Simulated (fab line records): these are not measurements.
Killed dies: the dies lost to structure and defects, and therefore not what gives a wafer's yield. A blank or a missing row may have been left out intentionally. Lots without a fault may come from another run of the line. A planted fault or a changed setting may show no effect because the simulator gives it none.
Chamber matching / flow n5-finfet / rie-diel-02 running N5_BEOL_M1_ETCH_70: 4 sister chambers
The step etches SOC in N2/H2, target depth 80 nm, overetch 16 nm, time 120 s. 22 wafers are shown with their chamber, then 11 later ones without.

EACH WAFER AND ITS CHAMBER
wafer=L078.1; chamber=1; showerhead-plenum-p-Torr (Torr)=2.46; drypump-motor-current-A (A)=6.1; throttle-valve-pct (%)=18.14
wafer=L078.2; chamber=2; showerhead-plenum-p-Torr (Torr)=2.64; drypump-motor-current-A (A)=6.3; throttle-valve-pct (%)=17.90
wafer=L078.4; chamber=0; showerhead-plenum-p-Torr (Torr)=2.52; drypump-motor-current-A (A)=5.8; throttle-valve-pct (%)=17.98
wafer=L081.2; chamber=2; showerhead-plenum-p-Torr (Torr)=2.64; drypump-motor-current-A (A)=6.3; throttle-valve-pct (%)=17.92
wafer=L081.4; chamber=0; showerhead-plenum-p-Torr (Torr)=2.52; drypump-motor-current-A (A)=5.8; throttle-valve-pct (%)=17.99
wafer=L081.5; chamber=1; showerhead-plenum-p-Torr (Torr)=2.46; drypump-motor-current-A (A)=6.0; throttle-valve-pct (%)=18.16
wafer=L083.1; chamber=1; showerhead-plenum-p-Torr (Torr)=2.46; drypump-motor-current-A (A)=6.0; throttle-valve-pct (%)=18.16
wafer=L083.2; chamber=2; showerhead-plenum-p-Torr (Torr)=2.64; drypump-motor-current-A (A)=6.3; throttle-valve-pct (%)=17.93
wafer=L083.3; chamber=0; showerhead-plenum-p-Torr (Torr)=2.51; drypump-motor-current-A (A)=5.8; throttle-valve-pct (%)=18.00
wafer=L086.2; chamber=0; showerhead-plenum-p-Torr (Torr)=2.51; drypump-motor-current-A (A)=5.8; throttle-valve-pct (%)=18.02
wafer=L086.4; chamber=1; showerhead-plenum-p-Torr (Torr)=2.45; drypump-motor-current-A (A)=6.0; throttle-valve-pct (%)=18.19
wafer=L086.6; chamber=1; showerhead-plenum-p-Torr (Torr)=2.45; drypump-motor-current-A (A)=6.0; throttle-valve-pct (%)=18.18
wafer=L088.1; chamber=2; showerhead-plenum-p-Torr (Torr)=2.63; drypump-motor-current-A (A)=6.3; throttle-valve-pct (%)=17.96
wafer=L088.2; chamber=1; showerhead-plenum-p-Torr (Torr)=2.45; drypump-motor-current-A (A)=6.0; throttle-valve-pct (%)=18.21
wafer=L088.4; chamber=3; showerhead-plenum-p-Torr (Torr)=2.51; drypump-motor-current-A (A)=5.9; throttle-valve-pct (%)=17.76
wafer=L089.2; chamber=1; showerhead-plenum-p-Torr (Torr)=2.45; drypump-motor-current-A (A)=6.0; throttle-valve-pct (%)=18.19
wafer=L089.3; chamber=3; showerhead-plenum-p-Torr (Torr)=2.50; drypump-motor-current-A (A)=5.8; throttle-valve-pct (%)=17.76
wafer=L089.5; chamber=0; showerhead-plenum-p-Torr (Torr)=2.51; drypump-motor-current-A (A)=5.8; throttle-valve-pct (%)=18.04
wafer=L090.2; chamber=0; showerhead-plenum-p-Torr (Torr)=2.51; drypump-motor-current-A (A)=5.8; throttle-valve-pct (%)=18.03
wafer=L090.3; chamber=2; showerhead-plenum-p-Torr (Torr)=2.63; drypump-motor-current-A (A)=6.3; throttle-valve-pct (%)=17.94
wafer=L090.4; chamber=3; showerhead-plenum-p-Torr (Torr)=2.50; drypump-motor-current-A (A)=5.9; throttle-valve-pct (%)=17.76
wafer=L091.3; chamber=3; showerhead-plenum-p-Torr (Torr)=2.50; drypump-motor-current-A (A)=5.9; throttle-valve-pct (%)=17.77

SIGNATURES, as means of the wafers listed above
reading=showerhead-plenum-p-Torr; chamber 0=2.5133; chamber 1=2.4543; chamber 2=2.6360; chamber 3=2.5025; scatter within a chamber=0.00527
reading=drypump-motor-current-A; chamber 0=5.800; chamber 1=6.014; chamber 2=6.300; chamber 3=5.875; scatter within a chamber=0.0299
reading=throttle-valve-pct; chamber 0=18.0100; chamber 1=18.1757; chamber 2=17.9300; chamber 3=17.7625; scatter within a chamber=0.0214
Rule: a wafer's distance from a chamber is the root of the sum, over the readings, of the square of ((its reading less the chamber's mean) divided by the reading's scatter). If the next closest chamber is less than 2 further off than the closest, the wafer can't be placed; otherwise it belongs to the closest. The scatter: take each reading less its chamber's mean, square it, sum over the shown wafers, divide by the number of wafers less the number of chambers, and take the root.

WAFERS MISSING THEIR CHAMBER
wafer=L091.4; showerhead-plenum-p-Torr (Torr)=2.51; drypump-motor-current-A (A)=5.8; throttle-valve-pct (%)=18.04
wafer=L091.6; showerhead-plenum-p-Torr (Torr)=2.50; drypump-motor-current-A (A)=5.9; throttle-valve-pct (%)=17.77
wafer=L094.2; showerhead-plenum-p-Torr (Torr)=2.50; drypump-motor-current-A (A)=5.9; throttle-valve-pct (%)=17.78
wafer=L094.3; showerhead-plenum-p-Torr (Torr)=2.50; drypump-motor-current-A (A)=5.8; throttle-valve-pct (%)=18.04
wafer=L094.4; showerhead-plenum-p-Torr (Torr)=2.63; drypump-motor-current-A (A)=6.3; throttle-valve-pct (%)=17.97
wafer=L095.1; showerhead-plenum-p-Torr (Torr)=2.50; drypump-motor-current-A (A)=5.8; throttle-valve-pct (%)=18.04
wafer=L095.4; showerhead-plenum-p-Torr (Torr)=2.63; drypump-motor-current-A (A)=6.3; throttle-valve-pct (%)=17.97
wafer=L095.5; showerhead-plenum-p-Torr (Torr)=2.50; drypump-motor-current-A (A)=5.9; throttle-valve-pct (%)=17.77
wafer=L096.1; showerhead-plenum-p-Torr (Torr)=2.50; drypump-motor-current-A (A)=5.8; throttle-valve-pct (%)=17.77
wafer=L096.2; showerhead-plenum-p-Torr (Torr)=2.45; drypump-motor-current-A (A)=6.0; throttle-valve-pct (%)=18.22
wafer=L096.6; showerhead-plenum-p-Torr (Torr)=2.50; drypump-motor-current-A (A)=5.9; throttle-valve-pct (%)=17.77

WHICH CHAMBER EACH WENT THROUGH
wafer=L091.4; from the rows above=0; in truth=0
wafer=L091.6; from the rows above=3; in truth=3
wafer=L094.2; from the rows above=3; in truth=3
wafer=L094.3; from the rows above=0; in truth=0
wafer=L094.4; from the rows above=2; in truth=2
wafer=L095.1; from the rows above=0; in truth=0
wafer=L095.4; from the rows above=2; in truth=2
wafer=L095.5; from the rows above=3; in truth=3
wafer=L096.1; from the rows above=3; in truth=3
wafer=L096.2; from the rows above=1; in truth=1
wafer=L096.6; from the rows above=3; in truth=3
Correctly placed: 11 of 11. Not placeable from these rows: 0. Wrongly placed: 0.
